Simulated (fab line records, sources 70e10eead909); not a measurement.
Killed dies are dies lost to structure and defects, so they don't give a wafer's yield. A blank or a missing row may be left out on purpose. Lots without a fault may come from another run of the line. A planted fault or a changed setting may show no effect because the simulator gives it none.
Chamber matching | flow nand_harc | NHARC_A_M0_PRE_CLEAN_31 on pecvd-01: 3 sister chambers
The step time 12 s. 16 wafers are shown with their chamber, then 8 later ones without.

WAFERS WITH THEIR CHAMBER
wafer  | chamber | heater_power_w (W)
L075.1 | 0       | 710
L075.3 | 1       | 762
L075.4 | 2       | 536
L076.1 | 2       | 498
L076.4 | 1       | 874
L076.6 | 2       | 486
L078.3 | 0       | 621
L078.4 | 2       | 553
L078.6 | 0       | 625
L080.2 | 1       | 814
L080.4 | 1       | 807
L080.6 | 0       | 719
L081.3 | 1       | 851
L081.4 | 0       | 751
L081.5 | 1       | 846
L093.2 | 1       | 687

SIGNATURES (means of the wafers above)
reading        | chamber 0 | chamber 1 | chamber 2 | scatter within a chamber
heater_power_w | 685.20    | 805.86    | 518.25    | 56.3
Rule: a wafer's distance from a chamber is the root of the sum, over the readings, of the square of ((its reading less the chamber's mean) divided by the reading's scatter). The wafer belongs to the nearest chamber; if the next one is less than 2 further off, it can't be placed. The scatter: the root of (the sum of the squares of (reading less its chamber's mean) over the shown wafers, divided by (wafers less chambers)).

WAFERS WITHOUT THEIR CHAMBER
wafer  | heater_power_w (W)
L093.3 | 534
L093.4 | 677
L094.4 | 680
L094.5 | 552
L094.6 | 653
L095.2 | 462
L095.4 | 804
L095.5 | 651

WHICH CHAMBER EACH WENT THROUGH
wafer  | from the rows above     | in truth
L093.3 | 2                       | 2
L093.4 | 0                       | 0
L094.4 | 0                       | 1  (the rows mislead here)
L094.5 | can't be placed: 2 or 0 | 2
L094.6 | can't be placed: 0 or 2 | 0
L095.2 | 2                       | 2
L095.4 | 1                       | 1
L095.5 | can't be placed: 0 or 2 | 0
Placed correctly: 4 of 8. Can't be placed from these rows: 3 (the true chamber is among the candidates in 3). Placed wrongly: 1.
